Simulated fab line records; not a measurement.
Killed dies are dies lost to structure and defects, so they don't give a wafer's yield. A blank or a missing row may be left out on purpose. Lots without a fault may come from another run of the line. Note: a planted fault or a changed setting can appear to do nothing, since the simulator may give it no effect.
Split-lot study    flow n5 finfet    39 wafers read from 7 lots, route of 1938 steps

## ABOUT THE SPLIT
At N5_BEOL_M11_VIA_ETCH_34 (etches SiCOH lowk in C4F6/O2, target depth 184.5 nm, time 69.2 s), the setting target depth a was moved away from the recipe's 1845 angstrom on 12 of the 39 wafers read, by +24.3% to +53.4%. For the rest of the wafers, this setting stayed at what the recipe calls for.

The reading comes from the split's own step.

## THE READING
SOC_of_BEOL_M11_COAT_63.thk nm (the simulator's own value, which no gauge read), in nm, at N5_BEOL_M11_VIA_ETCH_34 (etches SiCOH lowk in C4F6/O2, target depth 184.5 nm, time 69.2 s). There is no usual value for it anywhere in the file. Here, 27 wafers ran the recipe; their average is 92.2 nm with a standard deviation of 0.37 nm.

wafer   tool, chamber at the split  target depth a as run, angstrom  against the recipe  SOC_of_BEOL_M11_COAT_63.thk nm, nm  against lot-mates on the recipe
L077.1  rie diel-06, 3              1845                             recipe              92.8                                -
L077.2  rie diel-06, 1              1845                             recipe              92.2                                -
L077.3  rie diel-06, 2              2597                             +40.8%              88.8                                -3.6
L077.4  rie diel-06, 0              2597                             +40.8%              89                                  -3.4
L077.5  rie diel-06, 1              1845                             recipe              92.2                                -
L077.6  rie diel-06, 0              2597                             +40.8%              89.2                                -3.2
L078.1  rie diel-06, 0              1845                             recipe              91.8                                -
L078.2  rie diel-06, 1              1845                             recipe              91.4                                -
L078.3  rie diel-06, 2              1845                             recipe              91.8                                -
L078.4  rie diel-06, 3              1845                             recipe              92                                  -
L078.5  rie diel-06, 1              1845                             recipe              91.4                                -
L078.6  rie diel-06, 2              1845                             recipe              91.8                                -
L083.1  rie diel-03, 1              1845                             recipe              92.2                                -
L083.2  rie diel-03, 2              1845                             recipe              92.2                                -
L083.3  rie diel-03, 3              1845                             recipe              92.4                                -
L083.4  rie diel-03, 0              1845                             recipe              92.4                                -
L083.5  rie diel-03, 2              1845                             recipe              92.2                                -
L083.6  rie diel-03, 1              1845                             recipe              92                                  -
L086.1  rie diel-06, 2              1845                             recipe              92.6                                -
L086.3  rie diel-06, 3              1845                             recipe              92.8                                -
L086.6  rie diel-06, 1              1845                             recipe              92                                  -
L093.1  rie diel-06, 0              1845                             recipe              91.8                                -
L093.2  rie diel-06, 2              1845                             recipe              92                                  -
L093.3  rie diel-06, 3              2590                             +40.4%              89.4                                -2.5
L093.4  rie diel-06, 1              2590                             +40.4%              88.4                                -3.5
L093.5  rie diel-06, 3              1845                             recipe              92                                  -
L093.6  rie diel-06, 0              2590                             +40.4%              89                                  -2.9
L094.1  rie diel-05, 0              2831                             +53.4%              88.2                                -4.4
L094.2  rie diel-05, 1              1845                             recipe              92.4                                -
L094.3  rie diel-05, 2              1845                             recipe              92.6                                -
L094.4  rie diel-05, 3              1845                             recipe              92.8                                -
L094.5  rie diel-05, 1              2831                             +53.4%              88.2                                -4.4
L094.6  rie diel-05, 2              2831                             +53.4%              88.6                                -4.0
L097.1  rie diel-06, 2              1845                             recipe              91.8                                -
L097.2  rie diel-06, 3              2293                             +24.3%              90.6                                -1.5
L097.3  rie diel-06, 0              1845                             recipe              92.2                                -
L097.4  rie diel-06, 1              2293                             +24.3%              90                                  -2.1
L097.5  rie diel-06, 1              2293                             +24.3%              89.8                                -2.3
L097.6  rie diel-06, 2              1845                             recipe              92.4                                -

FIT RESULTS
A straight line over all 39 wafers: SOC_of_BEOL_M11_COAT_63.thk nm changes by -0.0756 nm for each +1% of target depth a; r = -0.97; the points scatter about the line by 0.37 nm.
The same after taking each lot's own level away (the mean of its wafers on the recipe; 39 wafers): -0.0795 nm for each +1%; r = -0.99; scatter 0.26 nm.
According to that fit, moving target depth a by its largest amount changes the reading by 4.3 nm.
Across the lots, their own levels run from 91.70 to 92.60 nm, a range of 2.4 times the standard deviation given above.
Consequently the slope shifts little with the lot-to-lot level, the two slopes agreeing.
Check: -4.23 nm against its lot-mates is what the line predicts for one of the wafers moved furthest among these (+53.4%) when that wafer is left out of the fit. Against them it came out at -4.4 nm.

## THE WHOLE CHAIN: every reading that the file lists as answering this split, in the file's order
step                     what it does                                                      reading                                                                          change (the file's fit)                 r (the file's)
N5_BEOL_M11_VIA_ETCH_34  etches SiCOH lowk in C4F6/O2, target depth 184.5 nm, time 69.2 s  etch.depth nm (the simulator's own value, which no gauge read)                   +1.85 nm for each +1% of the setting    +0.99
N5_BEOL_M11_VIA_ETCH_34  etches SiCOH lowk in C4F6/O2, target depth 184.5 nm, time 69.2 s  SOC_of_BEOL_M11_COAT_63.thk nm (the simulator's own value, which no gauge read)  -0.0796 nm for each +1% of the setting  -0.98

## FILE'S OWN FIT
SOC_of_BEOL_M11_COAT_63.thk nm changes by -0.0796 nm for each +1% of target depth a, r = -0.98.
